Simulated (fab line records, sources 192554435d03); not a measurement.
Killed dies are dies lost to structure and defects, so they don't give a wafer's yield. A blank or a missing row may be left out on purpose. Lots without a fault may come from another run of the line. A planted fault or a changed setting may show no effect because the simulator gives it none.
fab line records | flow n5_finfet
record lots=24 wafers=72 last_day=17
route steps=1938 shown SPACER0@258 SD_EPI_P@311 SDB@368 HKMG_FIN@401
lots that met no fault: from a run of the same line without faults
start_h: hours from the record's first day to the start of the lot's first wafer shown | wait_h: hours since the lot's step before | " the same as in the row above | L1.1+2: a row that stands for several wafers | - no value, or no start given | * or withheld: withheld | < > ~ a bound
route shown NAME@n: a module of which the file shows steps, and the number in the route of the first | usual: mean/standard deviation of fault-free wafers | same: alike in all rows | chamber/n: place in a boat | sites: the reading at each site | _std_site: their standard deviation | _edge_site: outer sites' mean less inner sites' | radius_mm: how far each site lies from the wafer's centre | mask NAME#n: copy n | behind: the tool/chamber that last shaped the wafer | hold: why the lot was held/for how many hours/how that ended | device: the transistor (n, p or np) that didn't switch | end of line: the same wafers' tests at the end of the route | a step without rows: its recipe alone | killed: dies lost to structure and defects at the first sort, not the wafer's yield | map: a wafer's dies, x killed, . not, _ none there
set.NAME: the setting as run; set.NAME@STEP: as run at that earlier step | model.NAME: the simulator's own value behind a step, which no gauge read
steps of the route over a sample of lots; a table a step, a row a wafer
services: from which hour (start_h, from the record's first day; less than 0 if before it) a tool's chamber was out of use, for how many hours, and why
## steps
# step N5_SPACER0_ALD_07
# recipe material=SiNx target_thk_a=20 temp_c=400 ald_precursor_family=SiH2I2 ald_co_reactant=N2/H2-plasma pressure_torr=2
# usual heater_power_w=858/160
# columns lot.wafer tool chamber start_h wait_h heater_power_w
L074.3 ald_sin-01 3 47.27 0.0 1151
L074.5 " 2 " " 772
L074.6 " 3 " " 1150
L075.3 ald_sin-04 1 52.73 0.3 869
L075.4 " 0 " " 742
L075.5 " 0 " " 739
L076.2 ald_sin-01 3 62.08 0.0 1182
L076.4 " 2 " " 758
L076.5 " 2 " " 771
L077.1 ald_sin-01 0 65.71 0.0 723
L077.3 " 3 " " 1160
L077.5 " 3 " " 1136
L078.4 ald_sin-04 3 75.06 0.0 689
L078.5 " 0 " " 735
L078.6 " 3 " " 675
L079.2 ald_sin-02 3 76.96 0.0 841
L079.3 " 0 " " 858
L079.6 " 0 " " 864
L080.2 ald_sin-01 1 87.20 1.7 763
L080.3 " 3 " " 1182
L080.5 " 1 " " 760
L081.1 ald_sin-01 1 94.38 1.3 767
L081.3 " 3 " " 1148
L081.6 " 1 " " 723
L082.1 ald_sin-01 0 101.52 3.8 725
L082.4 " 3 " " 1172
L082.6 " 0 " " 723
L083.1 ald_sin-01 2 105.88 0.0 777
L083.3 " 3 " " 1140
L083.4 " 1 " " 742
L084.2 ald_sin-01 3 115.10 0.9 1159
L084.5 " 2 " " 773
L084.6 " 3 " " 1156
L085.3 ald_sin-01 1 124.78 0.5 765
L085.4 " 3 " " 1179
L085.6 " 3 " " 1158
L086.2 ald_sin-02 0 128.23 0.2 786
L086.4 " 3 " " 856
L086.5 " 0 " " 806
L087.2 ald_sin-02 3 132.53 0.0 843
L087.3 " 1 " " 832
L087.6 " 1 " " 809
L088.4 ald_sin-01 1 134.11 0.0 754
L088.5 " 0 " " 728
L088.6 " 1 " " 745
L089.1 ald_sin-01 2 140.90 0.3 773
L089.3 " 1 " " 747
L089.4 " 0 " " 747
L090.1 ald_sin-01 3 144.23 0.7 1171
L090.2 " 1 " " 757
L090.6 " 3 " " 1161
L091.1 ald_sin-01 2 152.15 0.7 767
L091.2 " 3 " " 1190
L091.3 " 1 " " 738
L092.2 ald_sin-02 2 154.87 0.0 1064
L092.3 " 1 " " 793
L092.6 " 3 " " 873
L093.1 ald_sin-01 2 163.04 0.0 765
L093.2 " 1 " " 759
L093.6 " 1 " " 742
L094.1 ald_sin-02 3 171.45 0.0 839
L094.2 " 1 " " 804
L094.6 " 3 " " 839
L095.2 ald_sin-01 0 176.26 0.0 719
L095.3 " 3 " " 1149
L095.5 " 3 " " 1201
L096.2 ald_sin-02 0 182.07 0.0 804
L096.5 " 0 " " 813
L096.6 " 3 " " 830
L097.4 ald_sin-02 0 186.31 0.5 818
L097.5 " 2 " " 1072
L097.6 " 1 " " 832
# step N5_SPACER0_ALD_08
# recipe material=SiNx target_thk_a=20 temp_c=400 ald_precursor_family=SiH2I2 ald_co_reactant=N2/H2-plasma pressure_torr=2
# usual heater_power_w=861/160
# columns lot.wafer tool chamber start_h wait_h heater_power_w
L074.3 ald_sin-01 3 47.68 0.1 1159
L074.5 " 2 " " 757
L074.6 " 3 " " 1139
L075.3 ald_sin-04 1 53.14 0.1 872
L075.4 " 0 " " 742
L075.5 " 0 " " 738
L076.2 ald_sin-01 3 62.49 0.1 1172
L076.4 " 2 " " 774
L076.5 " 2 " " 772
L077.1 ald_sin-01 0 66.12 0.1 742
L077.3 " 3 " " 1178
L077.5 " 3 " " 1177
L078.4 ald_sin-04 3 75.47 0.1 685
L078.5 " 0 " " 738
L078.6 " 3 " " 683
L079.2 ald_sin-02 3 77.37 0.1 845
L079.3 " 0 " " 852
L079.6 " 0 " " 846
L080.2 ald_sin-01 1 87.61 0.1 747
L080.3 " 3 " " 1156
L080.5 " 1 " " 762
L081.1 ald_sin-01 1 94.79 0.1 756
L081.3 " 3 " " 1168
L081.6 " 1 " " 750
L082.1 ald_sin-01 0 101.93 0.1 727
L082.4 " 3 " " 1172
L082.6 " 0 " " 721
L083.1 ald_sin-01 2 106.29 0.1 774
L083.3 " 3 " " 1158
L083.4 " 1 " " 774
L084.2 ald_sin-01 3 115.51 0.1 1154
L084.5 " 2 " " 782
L084.6 " 3 " " 1154
L085.3 ald_sin-01 1 125.19 0.1 757
L085.4 " 3 " " 1112
L085.6 " 3 " " 1166
L086.2 ald_sin-02 0 128.64 0.1 806
L086.4 " 3 " " 831
L086.5 " 0 " " 803
L087.2 ald_sin-02 3 132.94 0.1 851
L087.3 " 1 " " 825
L087.6 " 1 " " 841
L088.4 ald_sin-01 1 134.52 0.1 741
L088.5 " 0 " " 742
L088.6 " 1 " " 740
L089.1 ald_sin-01 2 141.31 0.1 793
L089.3 " 1 " " 752
L089.4 " 0 " " 729
L090.1 ald_sin-01 3 144.64 0.1 1174
L090.2 " 1 " " 765
L090.6 " 3 " " 1192
L091.1 ald_sin-01 2 152.56 0.1 775
L091.2 " 3 " " 1170
L091.3 " 1 " " 740
L092.2 ald_sin-02 2 155.28 0.1 1081
L092.3 " 1 " " 827
L092.6 " 3 " " 858
L093.1 ald_sin-01 2 163.45 0.1 753
L093.2 " 1 " " 768
L093.6 " 1 " " 761
L094.1 ald_sin-02 3 171.86 0.1 841
L094.2 " 1 " " 830
L094.6 " 3 " " 870
L095.2 ald_sin-01 0 176.67 0.1 749
L095.3 " 3 " " 1151
L095.5 " 3 " " 1167
L096.2 ald_sin-02 0 182.48 0.1 795
L096.5 " 0 " " 814
L096.6 " 3 " " 852
L097.4 ald_sin-02 0 186.72 0.1 822
L097.5 " 2 " " 1083
L097.6 " 1 " " 809
# step N5_SD_EPI_P_ETCH_47
# recipe chemistry=CH3F/O2 target=SiOCN target_depth_a=250 mask_material=SOC ion_energy_ev=60 bias_w=29 pressure_mtorr=30 source_w=410 Ar_flow_sccm=150 CH3F_flow_sccm=30 O2_flow_sccm=20
# usual drypump_motor_current_A=5.79/0.28 oes_o_777_au=0.77/0.075 oes_product_au=0.77/0.081 rf_vpp_V=127.6/1.4 showerhead_plenum_p_Torr=2.01/0.063 throttle_valve_pct=16.41/0.27
# columns lot.wafer tool chamber start_h wait_h drypump_motor_current_A oes_o_777_au oes_product_au rf_hours_counter_h rf_vpp_V showerhead_plenum_p_Torr throttle_valve_pct
L074.3 rie_diel-04 1 53.64 0.1 6.25 0.69 0.69 236 124.3 1.89 16.74
L074.5 " 1 " " 6.25 0.70 0.69 - 125.2 1.89 16.73
L074.6 " 2 " " 5.83 0.70 0.70 - 127.9 1.96 16.11
L075.3 rie_diel-02 3 59.29 0.1 5.59 0.71 0.70 204 127.9 2.06 16.47
L075.4 " 1 " " 5.89 0.74 0.73 172 128.2 1.99 16.58
L075.5 " 1 " " 5.90 0.74 0.73 - 129.1 1.99 16.62
L076.2 rie_diel-02 3 68.60 0.1 5.59 0.70 0.70 207 126.0 2.06 16.48
L076.4 " 2 " " 5.31 0.81 0.80 109 127.0 1.93 16.07
L076.5 " 3 " " 5.58 0.71 0.69 - 125.0 2.06 16.48
L077.1 rie_diel-06 1 71.72 0.1 5.95 0.73 0.73 211 129.6 2.06 16.36
L077.3 " 0 " " 5.83 0.71 0.69 197 128.9 2.06 16.64
L077.5 " 1 " " 5.96 0.74 0.72 - 129.5 2.06 16.35
L078.4 rie_diel-04 0 80.99 0.1 5.81 0.81 0.79 118 127.8 2.08 16.57
L078.5 " 2 " " 5.82 0.97 0.99 - 129.3 1.96 15.64
L078.6 " 1 " " 6.25 0.68 0.67 - 126.0 1.89 16.74
L079.2 rie_diel-04 3 83.26 0.1 5.46 0.75 0.75 182 126.2 1.99 16.52
L079.3 " 2 " " 5.79 0.97 0.98 3 127.2 1.96 15.63
L079.6 " 0 " " 5.85 0.81 0.79 - 126.6 2.08 16.57
L080.2 rie_diel-06 1 94.17 0.1 5.95 0.73 0.72 218 130.5 2.06 16.37
L080.3 " 3 " " 6.15 0.84 0.84 55 128.6 1.95 16.36
L080.5 " 2 " " 5.77 0.76 0.76 - 127.3 2.08 16.44
L081.1 rie_diel-06 3 100.66 0.1 6.16 0.83 0.85 58 128.7 1.95 16.35
L081.3 " 2 " " 5.77 0.76 0.76 157 129.6 2.08 16.45
L081.6 " 3 " " 6.16 0.83 0.84 - 127.9 1.95 16.38
L082.1 rie_diel-04 2 108.39 0.1 5.79 0.94 0.96 10 128.0 1.96 15.63
L082.4 " 2 " " 5.81 0.95 0.96 - 127.5 1.96 15.62
L082.6 " 3 " " 5.47 0.75 0.75 - 127.1 1.99 16.53
L083.1 rie_diel-02 1 112.08 0.1 5.89 0.73 0.73 187 127.9 1.99 16.63
L083.3 " 3 " " 5.60 0.70 0.69 219 126.4 2.06 16.52
L083.4 " 0 " " 6.07 0.77 0.77 139 126.9 2.01 16.53
L084.2 rie_diel-04 3 121.24 0.1 5.47 0.75 0.74 196 126.3 1.99 16.53
L084.5 " 1 " " 6.26 0.99 1.00 - 128.8 2.14 16.32
L084.6 " 2 " " 5.79 0.93 0.93 - 128.5 1.96 15.65
L085.3 rie_diel-06 0 130.80 0.1 5.86 0.70 0.70 216 127.7 2.06 16.69
L085.4 " 2 " " 5.78 0.76 0.74 166 129.2 2.08 16.47
L085.6 " 0 " " 5.82 0.69 0.69 - 127.3 2.06 16.71
L086.2 rie_diel-02 0 134.47 0.1 6.08 0.77 0.76 146 126.9 2.01 16.55
L086.4 " 3 " " 5.58 0.70 0.68 226 125.2 2.05 16.55
L086.5 " 0 " " 6.09 0.77 0.77 - 128.0 2.01 16.55
L087.2 rie_diel-02 1 138.51 0.1 5.89 0.72 0.72 195 129.1 1.98 16.64
L087.3 " 3 " " 5.59 0.69 0.67 228 126.9 2.05 16.52
L087.6 " 2 " " 5.30 0.79 0.78 - 127.0 1.93 16.12
L088.4 rie_diel-02 3 140.48 0.1 5.61 0.69 0.68 229 126.6 2.05 16.53
L088.5 " 3 " " 5.62 0.69 0.68 - 124.9 2.05 16.52
L088.6 " 2 " " 5.31 0.79 0.79 - 127.4 1.93 16.13
L089.1 rie_diel-04 1 147.12 0.1 6.26 0.96 0.97 11 129.1 2.13 16.32
L089.3 " 3 " " 5.46 0.74 0.73 202 126.6 1.98 16.54
L089.4 " 0 " " 5.83 0.78 0.77 - 127.8 2.08 16.62
L090.1 rie_diel-02 2 151.12 0.1 5.29 0.79 0.78 134 126.4 1.93 16.12
L090.2 " 1 " " 5.91 0.72 0.72 199 129.2 1.98 16.67
L090.6 " 1 " " 5.91 0.72 0.72 - 128.0 1.98 16.66
L091.1 rie_diel-02 2 159.68 0.1 5.34 0.79 0.78 137 126.5 1.93 16.16
L091.2 " 0 " " 6.09 0.76 0.76 154 129.0 2.00 16.57
L091.3 " 3 " " 5.60 0.69 0.68 234 126.7 2.05 16.53
L092.2 rie_diel-02 1 161.31 0.1 5.88 0.72 0.71 203 128.2 1.98 16.66
L092.3 " 3 " " 5.61 0.69 0.67 235 125.5 2.05 16.53
L092.6 " 1 " " 5.89 0.71 0.72 - 127.3 1.98 16.65
L093.1 rie_diel-06 2 169.06 0.1 5.77 0.75 0.75 178 127.7 2.08 16.46
L093.2 " 3 " " 6.14 0.81 0.82 79 128.5 1.94 16.40
L093.6 " 2 " " 5.76 0.75 0.75 - 130.1 2.08 16.49
L094.1 rie_diel-02 2 178.20 0.1 5.30 0.78 0.78 142 126.4 1.92 16.17
L094.2 " 0 " " 6.08 0.75 0.75 159 127.5 2.00 16.58
L094.6 " 1 " " 5.89 0.71 0.71 - 127.9 1.98 16.66
L095.2 rie_diel-02 1 183.77 0.1 5.90 0.70 0.71 209 127.8 1.98 16.68
L095.3 " 0 " " 6.11 0.75 0.76 160 126.6 2.00 16.57
L095.5 " 3 " " 5.60 0.69 0.68 - 125.7 2.05 16.54
L096.2 rie_diel-04 1 188.59 0.1 6.26 0.93 0.94 22 129.0 2.13 16.34
L096.5 " 1 " " 6.24 0.94 0.94 - 128.3 2.13 16.34
L096.6 " 0 " " 5.82 0.78 0.77 - 128.3 2.07 16.62
L097.4 rie_diel-04 0 192.21 0.1 5.83 0.78 0.77 154 128.6 2.07 16.65
L097.5 " 3 " " 5.44 0.73 0.72 - 126.2 1.98 16.57
L097.6 " 2 " " 5.82 0.89 0.90 - 127.8 1.95 15.70
# step N5_SDB_ETCH_25
# recipe chemistry=C4F6/O2 target=SiO2 target_depth_a=100 time_s=3.3 ion_energy_ev=250 mask_material=SiNx pressure_mtorr=30 source_w=345 bias_w=185 Ar_flow_sccm=300 C4F6_flow_sccm=10 O2_flow_sccm=10
# usual drypump_motor_current_A=5.8/0.48 oes_o_777_au=0.75/0.065 oes_product_au=0.75/0.065 rf_vpp_V=661/4.7 showerhead_plenum_p_Torr=2.87/0.08 throttle_valve_pct=21.15/0.18
# columns lot.wafer tool chamber start_h wait_h drypump_motor_current_A oes_o_777_au oes_product_au rf_hours_counter_h rf_vpp_V showerhead_plenum_p_Torr throttle_valve_pct
L074.3 rie_diel-05 2 65.54 0.0 6.3 0.74 0.73 153 656 2.85 21.25
L074.5 " 2 " " 6.3 0.74 0.73 - 658 2.85 21.25
L074.6 " 3 " " 5.4 0.74 0.76 - 658 2.85 21.23
L075.3 rie_diel-05 2 70.95 0.0 6.3 0.74 0.73 154 655 2.85 21.26
L075.4 " 0 " " 5.2 0.75 0.73 180 662 2.94 21.17
L075.5 " 3 " " 5.3 0.74 0.76 - 659 2.85 21.24
L076.2 rie_diel-05 0 80.25 0.0 5.2 0.75 0.73 183 664 2.94 21.18
L076.4 " 2 " " 6.3 0.74 0.73 157 657 2.85 21.27
L076.5 " 3 " " 5.4 0.74 0.76 - 659 2.85 21.25
L077.1 rie_diel-05 1 84.37 0.0 6.1 0.73 0.73 204 658 2.81 21.16
L077.3 " 3 " " 5.4 0.74 0.75 152 659 2.85 21.26
L077.5 " 0 " " 5.2 0.75 0.73 - 664 2.94 21.18
L078.4 rie_diel-01 1 94.36 0.4 6.1 0.73 0.74 164 661 2.74 21.00
L078.5 " 2 " " 5.4 0.85 0.85 - 671 3.01 20.90
L078.6 " 1 " " 6.1 0.73 0.74 - 661 2.74 21.01
L079.2 rie_diel-05 1 95.13 0.0 6.2 0.73 0.73 208 659 2.81 21.16
L079.3 " 0 " " 5.2 0.74 0.74 189 662 2.94 21.20
L079.6 " 3 " " 5.3 0.73 0.74 - 658 2.85 21.25
L080.2 rie_diel-03 2 107.76 1.0 6.6 0.73 0.72 184 668 2.94 21.43
L080.3 " 1 " " 5.7 0.82 0.82 76 665 3.01 20.82
L080.5 " 0 " " 6.3 0.98 0.96 - 654 2.80 20.99
L081.1 rie_diel-03 2 112.13 0.0 6.6 0.72 0.72 186 665 2.94 21.45
L081.3 " 0 " " 6.3 0.97 0.96 5 654 2.79 21.00
L081.6 " 2 " " 6.6 0.72 0.72 - 667 2.94 21.43
L082.1 rie_diel-01 3 121.35 0.0 5.1 0.84 0.84 40 666 3.01 20.80
L082.4 " 1 " " 6.1 0.72 0.72 - 660 2.73 21.03
L082.6 " 0 " " 5.5 0.69 0.70 - 668 2.92 20.92
L083.1 rie_diel-05 0 123.53 0.0 5.2 0.74 0.72 201 663 2.93 21.20
L083.3 " 3 " " 5.4 0.73 0.74 169 659 2.84 21.27
L083.4 " 1 " " 6.1 0.72 0.72 220 658 2.80 21.19
L084.2 rie_diel-05 3 133.71 0.2 5.4 0.72 0.74 173 660 2.84 21.30
L084.5 " 1 " " 6.1 0.71 0.72 - 658 2.80 21.19
L084.6 " 2 " " 6.3 0.73 0.71 - 655 2.84 21.31
L085.3 rie_diel-03 3 142.57 0.1 6.3 0.80 0.79 116 660 2.75 21.04
L085.4 " 2 " " 6.6 0.72 0.71 196 666 2.94 21.46
L085.6 " 0 " " 6.3 0.93 0.92 - 653 2.79 21.00
L086.2 rie_diel-05 3 146.48 0.0 5.4 0.72 0.73 178 659 2.84 21.29
L086.4 " 0 " " 5.2 0.74 0.72 210 662 2.93 21.22
L086.5 " 0 " " 5.2 0.73 0.71 - 662 2.93 21.21
L087.2 rie_diel-01 0 151.64 0.0 5.5 0.69 0.68 246 668 2.91 20.92
L087.3 " 2 " " 5.4 0.85 0.84 63 672 3.01 20.90
L087.6 " 0 " " 5.5 0.69 0.68 - 668 2.91 20.92
L088.4 rie_diel-03 0 153.18 0.0 6.3 0.93 0.92 19 653 2.79 21.02
L088.5 " 2 " " 6.6 0.71 0.71 - 666 2.94 21.46
L088.6 " 1 " " 5.7 0.80 0.80 - 666 3.00 20.82
L089.1 rie_diel-01 2 159.73 0.3 5.4 0.84 0.84 66 670 3.01 20.91
L089.3 " 0 " " 5.5 0.69 0.69 249 669 2.91 20.94
L089.4 " 3 " " 5.1 0.81 0.82 56 668 3.00 20.82
L090.1 rie_diel-05 3 164.63 0.2 5.4 0.71 0.72 185 657 2.83 21.30
L090.2 " 2 " " 6.3 0.72 0.69 191 656 2.84 21.30
L090.6 " 2 " " 6.3 0.72 0.70 - 655 2.84 21.32
L091.1 rie_diel-05 2 171.24 0.0 6.3 0.71 0.70 192 654 2.84 21.31
L091.2 " 1 " " 6.2 0.70 0.70 239 658 2.80 21.21
L091.3 " 3 " " 5.4 0.71 0.73 187 658 2.83 21.29
L092.2 rie_diel-05 3 173.01 0.4 5.4 0.71 0.73 188 659 2.83 21.28
L092.3 " 1 " " 6.1 0.70 0.70 240 656 2.80 21.22
L092.6 " 1 " " 6.2 0.71 0.70 - 657 2.80 21.20
L093.1 rie_diel-05 0 182.95 0.4 5.2 0.72 0.71 222 661 2.93 21.22
L093.2 " 2 " " 6.3 0.71 0.70 197 655 2.83 21.32
L093.6 " 1 " " 6.2 0.71 0.70 - 659 2.79 21.21
L094.1 rie_diel-03 1 190.89 0.0 5.7 0.79 0.79 105 668 2.99 20.87
L094.2 " 3 " " 6.3 0.79 0.79 131 660 2.74 21.06
L094.6 " 3 " " 6.3 0.80 0.78 - 661 2.74 21.05
L095.2 rie_diel-05 2 195.82 0.0 6.3 0.70 0.70 201 656 2.83 21.33
L095.3 " 1 " " 6.1 0.70 0.69 248 659 2.79 21.22
L095.5 " 3 " " 5.4 0.70 0.72 - 659 2.83 21.31
L096.2 rie_diel-03 0 202.24 0.5 6.3 0.89 0.89 34 653 2.78 21.04
L096.5 " 3 " " 6.2 0.78 0.78 - 660 2.74 21.07
L096.6 " 2 " " 6.6 0.70 0.70 - 666 2.93 21.50
L097.4 rie_diel-05 2 203.59 0.1 6.3 0.70 0.70 - 655 2.83 21.34
L097.5 " 0 " " 5.2 0.72 0.70 - 662 2.92 21.25
L097.6 " 3 " " 5.4 0.70 0.71 - 659 2.83 21.33
# step N5_SDB_THK_MEAS_31
# recipe reads=a-Si_of_DUMMY_GATE_CVD_03
# usual SDB_THK=64.3/1
# columns lot.wafer tool chamber start_h wait_h SDB_THK[nm]
L074.3 film_metro-01 - 69.01 - 64.3
L074.5 " - " " 63.6
L074.6 " - " " 64.6
L075.3 film_metro-01 - 74.24 - 63.9
L075.4 " - " " 63.6
L075.5 " - " " 64.2
L076.2 film_metro-01 - 83.54 - 62.9
L076.4 " - " " 63.0
L076.5 " - " " 62.8
L077.1 film_metro-02 - 87.66 - 64.1
L077.3 " - " " 64.7
L077.5 " - " " 65.4
L078.4 film_metro-02 - 97.97 - 65.7
L078.5 " - " " 64.8
L078.6 " - " " 64.9
L079.2 film_metro-01 - 101.75 - 64.7
L079.3 " - " " 64.2
L079.6 " - " " 66.1
L080.2 film_metro-02 - 111.06 - 65.2
L080.3 " - " " 65.8
L080.5 " - " " 65.1
L081.1 film_metro-01 - 115.56 - 64.0
L081.3 " - " " 64.5
L081.6 " - " " 64.3
L082.1 film_metro-02 - 124.65 - 62.9
L082.4 " - " " 63.6
L082.6 " - " " 63.6
L083.1 film_metro-01 - 126.83 - 63.8
L083.3 " - " " 62.1
L083.4 " - " " 63.0
L084.2 film_metro-01 - 137.01 - 63.7
L084.5 " - " " 63.5
L084.6 " - " " 63.0
L085.3 film_metro-02 - 145.90 - 63.6
L085.4 " - " " 62.8
L085.6 " - " " 63.0
L086.2 film_metro-02 - 149.81 - 65.1
L086.4 " - " " 65.2
L086.5 " - " " 64.0
L087.2 film_metro-02 - 155.45 - 64.9
L087.3 " - " " 65.4
L087.6 " - " " 65.4
L088.4 film_metro-01 - 157.17 - 64.8
L088.5 " - " " 64.8
L088.6 " - " " 64.3
L089.1 film_metro-01 - 163.10 - 64.2
L089.3 " - " " 65.8
L089.4 " - " " 66.4
L090.1 film_metro-02 - 167.93 - 63.2
L090.2 " - " " 64.1
L090.6 " - " " 62.8
L091.1 film_metro-01 - 174.59 - 64.7
L091.2 " - " " 64.8
L091.3 " - " " 65.7
L092.2 film_metro-02 - 176.34 - 64.8
L092.3 " - " " 64.4
L092.6 " - " " 64.2
L093.1 film_metro-02 - 186.63 - 65.1
L093.2 " - " " 65.5
L093.6 " - " " 65.7
L094.1 film_metro-02 - 194.18 - 64.0
L094.2 " - " " 63.0
L094.6 " - " " 63.9
L095.2 film_metro-01 - 199.15 - 65.0
L095.3 " - " " 64.9
L095.5 " - " " 64.2
L096.2 film_metro-01 - 205.88 - 63.1
L096.5 " - " " 64.1
L096.6 " - " " 64.4
L097.4 film_metro-01 - 206.85 - 64.8
L097.5 " - " " 64.7
L097.6 " - " " 63.4
# step N5_HKMG_FIN_DESCUM_53
# recipe chemistry=O2 time_s=7.9 source_power_w=50 bias_power_w=20 pressure_mtorr=20 rf_frequency_hz=2.712e+07 temp_c=40 resist=CAR-ArF o2_flow_sccm=225
# usual drypump_motor_current_A=5.8/0.48 oes_product_au=0.76/0.07 rf_vpp_V=243.6/1.4 showerhead_plenum_p_Torr=2.12/0.072 throttle_valve_pct=20.36/0.22
# columns lot.wafer tool chamber start_h wait_h drypump_motor_current_A oes_product_au rf_hours_counter_h rf_vpp_V showerhead_plenum_p_Torr throttle_valve_pct
L074.3 rie_diel-03 1 70.81 0.0 5.7 0.83 65 245.7 2.21 20.02
L074.5 " 2 " " 6.6 0.73 - 243.4 2.17 20.66
L074.6 " 1 " " 5.7 0.82 - 245.4 2.21 20.02
L075.3 rie_diel-03 3 76.08 0.1 6.3 0.81 96 244.2 2.02 20.23
L075.4 " 2 " " 6.6 0.73 - 245.3 2.17 20.63
L075.5 " 1 " " 5.6 0.83 - 245.3 2.21 20.01
L076.2 rie_diel-01 3 85.68 0.0 5.1 0.87 25 246.1 2.22 20.01
L076.4 " 0 " " 5.5 0.71 219 244.6 2.15 20.19
L076.5 " 2 " " 5.4 0.85 - 247.8 2.23 20.17
L077.1 rie_diel-01 3 89.73 0.0 5.1 0.86 27 245.5 2.22 19.99
L077.3 " 1 " " 6.1 0.74 161 240.8 2.00 20.20
L077.5 " 1 " " 6.1 0.75 - 243.6 2.00 20.21
L078.4 rie_diel-01 1 100.21 0.5 6.1 0.74 166 241.6 2.00 20.22
L078.5 " 0 " " 5.5 0.70 - 244.9 2.15 20.20
L078.6 " 1 " " 6.1 0.74 - 240.8 2.00 20.23
L079.2 rie_diel-01 3 103.61 0.2 5.1 0.85 32 245.0 2.22 20.01
L079.3 " 0 " " 5.5 0.70 226 247.1 2.15 20.18
L079.6 " 3 " " 5.1 0.85 - 245.7 2.22 20.03
L080.2 rie_diel-03 1 113.03 0.0 5.7 0.82 79 245.2 2.21 20.04
L080.3 " 2 " " 6.6 0.73 187 244.2 2.16 20.69
L080.5 " 3 " " 6.3 0.80 - 242.7 2.02 20.28
L081.1 rie_diel-03 1 117.63 0.4 5.7 0.82 81 244.0 2.21 20.03
L081.3 " 2 " " 6.5 0.73 189 243.9 2.16 20.70
L081.6 " 1 " " 5.7 0.82 - 246.3 2.21 20.04
L082.1 rie_diel-03 1 126.30 0.0 5.6 0.81 85 244.6 2.21 20.03
L082.4 " 3 " " 6.3 0.80 111 242.7 2.02 20.27
L082.6 " 2 " " 6.6 0.72 - 243.6 2.16 20.66
L083.1 rie_diel-05 0 128.67 0.0 5.2 0.73 202 244.1 2.17 20.53
L083.3 " 2 " " 6.3 0.72 176 243.7 2.09 20.52
L083.4 " 3 " " 5.4 0.74 170 243.4 2.08 20.49
L084.2 rie_diel-05 1 138.90 0.0 6.1 0.71 226 242.7 2.06 20.47
L084.5 " 0 " " 5.2 0.71 - 244.6 2.16 20.55
L084.6 " 3 " " 5.4 0.74 - 244.0 2.08 20.51
L085.3 rie_diel-05 0 147.55 0.0 5.2 0.72 211 245.4 2.16 20.53
L085.4 " 1 " " 6.1 0.72 230 242.7 2.06 20.45
L085.6 " 1 " " 6.1 0.72 - 242.5 2.06 20.46
L086.2 rie_diel-05 1 151.67 0.1 6.2 0.71 231 242.9 2.06 20.46
L086.4 " 3 " " 5.3 0.73 180 242.2 2.08 20.53
L086.5 " 0 " " 5.2 0.71 - 243.9 2.16 20.53
L087.2 rie_diel-05 1 156.97 0.0 6.1 0.71 234 243.0 2.06 20.48
L087.3 " 2 " " 6.3 0.71 188 243.8 2.08 20.55
L087.6 " 2 " " 6.3 0.71 - 243.3 2.08 20.56
L088.4 rie_diel-01 0 158.95 0.1 5.5 0.69 248 243.9 2.14 20.23
L088.5 " 3 " " 5.1 0.82 - 246.9 2.21 20.05
L088.6 " 0 " " 5.5 0.69 - 243.3 2.14 20.23
L089.1 rie_diel-05 0 164.70 0.1 5.2 0.71 215 244.6 2.16 20.54
L089.3 " 3 " " 5.4 0.73 185 243.1 2.07 20.53
L089.4 " 2 " " 6.3 0.70 191 242.1 2.08 20.57
L090.1 rie_diel-05 0 169.57 0.0 5.2 0.70 217 243.3 2.16 20.52
L090.2 " 2 " " 6.3 0.70 192 242.8 2.08 20.56
L090.6 " 1 " " 6.2 0.70 - 243.3 2.06 20.47
L091.1 rie_diel-05 0 176.29 0.0 5.2 0.70 219 244.2 2.16 20.55
L091.2 " 2 " " 6.3 0.70 195 241.2 2.08 20.55
L091.3 " 1 " " 6.2 0.69 241 242.2 2.05 20.47
L092.2 rie_diel-05 0 177.99 0.0 5.2 0.71 220 242.8 2.16 20.55
L092.3 " 2 " " 6.3 0.71 195 242.5 2.08 20.56
L092.6 " 3 " " 5.3 0.73 - 244.1 2.07 20.51
L093.1 rie_diel-05 0 188.45 0.0 5.2 0.70 224 244.9 2.16 20.56
L093.2 " 3 " " 5.4 0.72 194 242.4 2.07 20.53
L093.6 " 3 " " 5.4 0.72 - 243.9 2.07 20.54
L094.1 rie_diel-03 0 195.86 0.1 6.3 0.90 32 241.8 2.05 20.33
L094.2 " 2 " " 6.6 0.71 212 244.9 2.15 20.70
L094.6 " 1 " " 5.7 0.79 - 245.3 2.20 20.07
L095.2 rie_diel-05 3 200.80 0.0 5.3 0.71 198 242.7 2.07 20.53
L095.3 " 1 " " 6.1 0.69 249 242.8 2.05 20.51
L095.5 " 0 " " 5.2 0.70 - 243.0 2.16 20.57
L096.2 rie_diel-01 1 207.75 0.0 6.1 0.71 206 242.7 1.99 20.28
L096.5 " 2 " " 5.4 0.82 - 245.3 2.22 20.22
L096.6 " 3 " " 5.1 0.79 - 245.5 2.20 20.08
L097.4 rie_diel-01 3 208.53 0.1 5.1 0.80 74 245.0 2.20 20.08
L097.5 " 0 " " 5.5 0.95 - 244.5 2.14 19.80
L097.6 " 1 " " 6.1 0.71 - 242.5 1.99 20.29
## services
# columns tool chamber start_h hours kind
ald_sin-01 - 28.55 1.1 repair
rie_diel-05 2 33.36 5.6 repair
ald_sin-01 - 37.65 3.9 repair
ald_sin-02 1 41.17 8.2 repair
rie_diel-04 0 41.51 6.5 repair
ald_sin-02 3 46.23 11.7 repair
rie_diel-03 - 46.60 2.1 repair
rie_diel-04 3 49.33 6.1 repair
ald_sin-02 - 85.37 14.0 pm
rie_diel-04 2 86.03 7.0 repair
ald_sin-04 2 89.23 13.0 repair
rie_diel-03 - 94.92 10.0 pm
rie_diel-03 3 109.32 3.6 repair
rie_diel-06 1 133.57 9.6 repair
rie_diel-03 2 134.14 4.8 repair
rie_diel-04 3 137.47 4.1 repair
rie_diel-04 2 146.42 8.2 repair
ald_sin-04 - 153.72 1.1 repair
rie_diel-04 - 173.81 2.7 repair
ald_sin-04 - 176.75 14.0 pm
rie_diel-05 1 202.25 - clean
rie_diel-05 1 202.25 - consumable_replace:focus_ring
rie_diel-05 1 202.25 14.5 scheduled_down
rie_diel-05 1 202.25 14.5 vent_cycle
## key
fault none
